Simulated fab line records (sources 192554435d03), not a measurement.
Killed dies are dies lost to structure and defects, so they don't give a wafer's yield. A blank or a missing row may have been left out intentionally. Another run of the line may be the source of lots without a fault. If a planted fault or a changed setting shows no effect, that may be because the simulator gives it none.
The tool behind it: which one? + flow n5-finfet + 10 lots with 30 wafers sampled at 3 steps, on a route of 1938 steps

## WHAT THE GAUGES SHOWED, per wafer
N5_BEOL_M9_CD_MEAS_18: pitch 140 nm, target cd 70 nm.
| lot  | measured     | on        | cd-nm (nm)     |
|------|--------------|-----------|----------------|
| L443 | day 9 12:25  | cd-sem-03 | 70.2 69.7 69.8 |
| L445 | day 10 00:40 | cd-sem-02 | 69.8 70.7 70.0 |
| L450 | day 11 13:02 | cd-sem-03 | 70.0 70.0 70.5 |
| L451 | day 12 01:32 | cd-sem-02 | 71.1 70.6 70.7 |
| L453 | day 12 18:52 | cd-sem-02 | 70.6 70.8 70.7 |
| L454 | day 13 01:01 | cd-sem-01 | 70.8 71.8 71.8 |
| L458 | day 13 20:40 | cd-sem-03 | 70.5 70.4 71.3 |
| L459 | day 13 21:06 | cd-sem-03 | 69.9 70.3 70.1 |
| L460 | day 13 22:05 | cd-sem-02 | 70.8 71.0 71.0 |
| L462 | day 15 02:22 | cd-sem-02 | 70.6 70.0 69.0 |

N5_BEOL_M9_OVL_MEAS_29.
| lot  | measured     | on         | V8_OVL (nm)    |
|------|--------------|------------|----------------|
| L443 | day 9 13:57  | overlay-02 | -0.7 -0.1 -1.2 |
| L445 | day 10 01:10 | overlay-02 | -0.7 -0.9 -0.2 |
| L450 | day 11 15:26 | overlay-01 | 0.5 0.8 0.0    |
| L451 | day 12 03:40 | overlay-01 | -0.1 -0.3 -0.9 |
| L453 | day 12 20:47 | overlay-01 | 0.0 0.0 0.0    |
| L454 | day 13 01:58 | overlay-02 | 0.2 1.0 -0.2   |
| L458 | day 14 00:41 | overlay-02 | 0.7 0.2 1.0    |
| L459 | day 14 00:51 | overlay-02 | 0.7 0.2 1.0    |
| L460 | day 14 01:02 | overlay-01 | -0.7 -0.2 -1.1 |
| L462 | day 15 02:45 | overlay-02 | 1.5 0.7 0.4    |

## WHAT TOOL EACH LOT RAN ON (gives the tool, then ch and the chambers of the sampled wafers, and finally the start)
| lot  | N5_BEOL_M9_ETCH_62                 |
|------|------------------------------------|
| L443 | rie-diel-02 ch 0,2,3, day 9 12:03  |
| L445 | rie-diel-05 ch 1,2,3, day 10 00:18 |
| L450 | rie-diel-05 ch 0,1,2, day 11 12:40 |
| L451 | rie-diel-02 ch 2,3, day 12 01:08   |
| L453 | rie-diel-05 ch 0,2,3, day 12 18:19 |
| L454 | rie-diel-05 ch 2,3, day 13 00:39   |
| L458 | rie-diel-02 ch 0,2,3, day 13 20:16 |
| L459 | rie-diel-01 ch 0,1,2, day 13 20:44 |
| L460 | rie-diel-02 ch 2,3, day 13 21:33   |
| L462 | rie-diel-01 ch 1,2,3, day 15 02:00 |
- N5_BEOL_M9_ETCH_62: etches SOC in N2/H2, target depth 110 nm, overetch 22 nm, time 165 s.

## WHAT THE TOOLS THEMSELVES READ (means of the sampled wafers that have a number; where no wafer has one, the mark that the record gives instead)
N5_BEOL_M9_ETCH_62.
| lot  | tool        | bias-w (W) | drypump-motor-current-A (A) | h2-flow-sccm (sccm) | oes-product-au (a.u.) | rf-fwd-power-W (W) | rf-vpp-V (V) | showerhead-plenum-p-Torr (Torr) | throttle-valve-pct (%) |
|------|-------------|------------|-----------------------------|---------------------|-----------------------|--------------------|--------------|---------------------------------|------------------------|
| L443 | rie-diel-02 | 150.4      | 5.6                         | 200.0               | 0.61                  | 840.1              | 522.6        | 2.49                            | 17.83                  |
| L445 | rie-diel-05 | 150.1      | 5.6                         | 200.2               | 0.61                  | 837.6              | 524.0        | 2.55                            | 18.03                  |
| L450 | rie-diel-05 | 150.2      | 5.7                         | 199.7               | 0.63                  | 838.5              | 525.2        | 2.56                            | 17.97                  |
| L451 | rie-diel-02 | 150.1      | 5.6                         | 200.0               | 0.59                  | 837.6              | 521.3        | 2.45                            | 17.97                  |
| L453 | rie-diel-05 | 150.1      | 5.7                         | 200.3               | 0.62                  | 1039.1             | 489.5        | 2.63                            | 17.88                  |
| L454 | rie-diel-05 | 150.0      | 5.6                         | 199.3               | 0.59                  | 1040.4             | 489.3        | 2.62                            | 17.96                  |
| L458 | rie-diel-02 | 150.1      | 5.6                         | 201.0               | 0.59                  | 839.5              | 522.3        | 2.48                            | 17.89                  |
| L459 | rie-diel-01 | 149.4      | 6.2                         | 200.1               | 0.65                  | 838.9              | 522.9        | 2.54                            | 17.95                  |
| L460 | rie-diel-02 | 150.5      | 5.6                         | 200.0               | 0.59                  | 837.9              | 519.8        | 2.45                            | 17.99                  |
| L462 | rie-diel-01 | 150.0      | 5.8                         | 200.7               | 0.63                  | 836.4              | 523.5        | 2.53                            | 18.00                  |

## THE ANSWER, worked out from the rows above alone
Rule: the lots themselves supply what counts as usual. Put in order of their means at a reading, lots are off if they are a third of the lots or fewer, leave a main group of 4 or more, and stand apart from it by a gap of 3 or more times the standard deviation of the main group's means; of several such gaps the widest counts. If all means in a main group match to the digits the tables above print for the reading, that group is not used. Also off: a lot with no number at a reading for which 4 or more lots have one. All remaining lots with rows at the step are treated as sound. The gauges are gone through in route order, then the tools' own readings, and for those a lot's mean is taken as printed above. At the first step where some lot is off, the reading lying furthest off is the one used; lots without a number count as furthest.
Off, at N5_BEOL_M9_ETCH_62 on rf-fwd-power-W: L453, L454. The main group: mean 838.3 W, standard deviation 1.1.
If a tool, at that step or one of the process steps before it, ran each lot that is off and ran no sound lot following the first of them, it fits. One fits: rie-diel-05 at N5_BEOL_M9_ETCH_62. A fault onset in the window from L450 (day 11 12:40, its last sound lot) to L453 (day 12 18:19, its first lot off) fits.
The tool's own readings at N5_BEOL_M9_ETCH_62 bear it out: on the lots that are off they differ by more than 5 times the standard deviation of the sound lots' means. rf-fwd-power-W reads 1039.8 W there against 838.3 W on the sound lots; rf-vpp-V reads 489.4 V there against 522.7 V on the sound lots.

## WHAT THE SIMULATOR HAD INSERTED
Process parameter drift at N5_BEOL_M9_ETCH_62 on rie-diel-05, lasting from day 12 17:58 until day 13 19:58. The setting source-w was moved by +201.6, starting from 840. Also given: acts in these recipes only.
Struck lots among those shown: L453, L454. Same finding as the rule above.
